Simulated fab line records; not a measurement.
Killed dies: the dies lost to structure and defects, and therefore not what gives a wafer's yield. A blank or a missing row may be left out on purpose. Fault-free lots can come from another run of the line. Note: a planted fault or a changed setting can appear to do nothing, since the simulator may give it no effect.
The tool behind it: which one?	flow n5 finfet	36 wafers sampled from 12 lots at 1 step of a route of 1938

WHAT EACH GAUGE READ, for each wafer
N5_SD_ACTIVATION_RS_MEAS_03: measurement is done with a four-point probe.
lot	measured	on	RS_SD_N (ohm/sq)
L075	day 3 22:46	film metro-02	22.10 21.92 22.10
L077	day 4 09:06	film metro-01	22.19 22.21 22.42
L079	day 4 17:05	film metro-02	21.73 22.16 22.43
L081	day 5 04:59	film metro-01	22.01 22.24 21.95
L083	day 5 19:59	film metro-01	21.71 21.81 21.89
L085	day 6 04:26	film metro-01	21.36 21.40 21.84
L087	day 6 15:26	film metro-01	21.37 21.36 21.93
L089	day 7 04:28	film metro-01	21.91 22.21 21.86
L091	day 7 17:44	film metro-01	22.39 22.09 22.31
L093	day 8 03:31	film metro-01	21.80 21.60 21.66
L095	day 8 13:49	film metro-01	21.67 22.05 21.62
L097	day 9 07:45	film metro-02	22.27 21.97 22.13

EACH LOT AND THE TOOL THAT RAN IT (in order: tool; ch and the chambers of the sampled wafers; start)
There is no process step in the record ahead of these readings.

THE ANSWER, worked out from the rows above alone
Rule: usual is defined by the lots themselves. The widest of any qualifying gaps counts: lots, ordered by their means at a reading, are off when they make up no more than a third of the lots, leave a main group of 4 or more, and stand apart from it by 3 or more times the standard deviation of that group's means. Not used: any main group whose means are identical at the precision the tables above print for the reading. Also off: a lot with no number at a reading for which 4 or more lots have one. All remaining lots with rows at the step are treated as sound.
Across all readings shown, no lot is off: no conclusion can be drawn from this.

WHAT THE SIMULATOR HAD INSERTED
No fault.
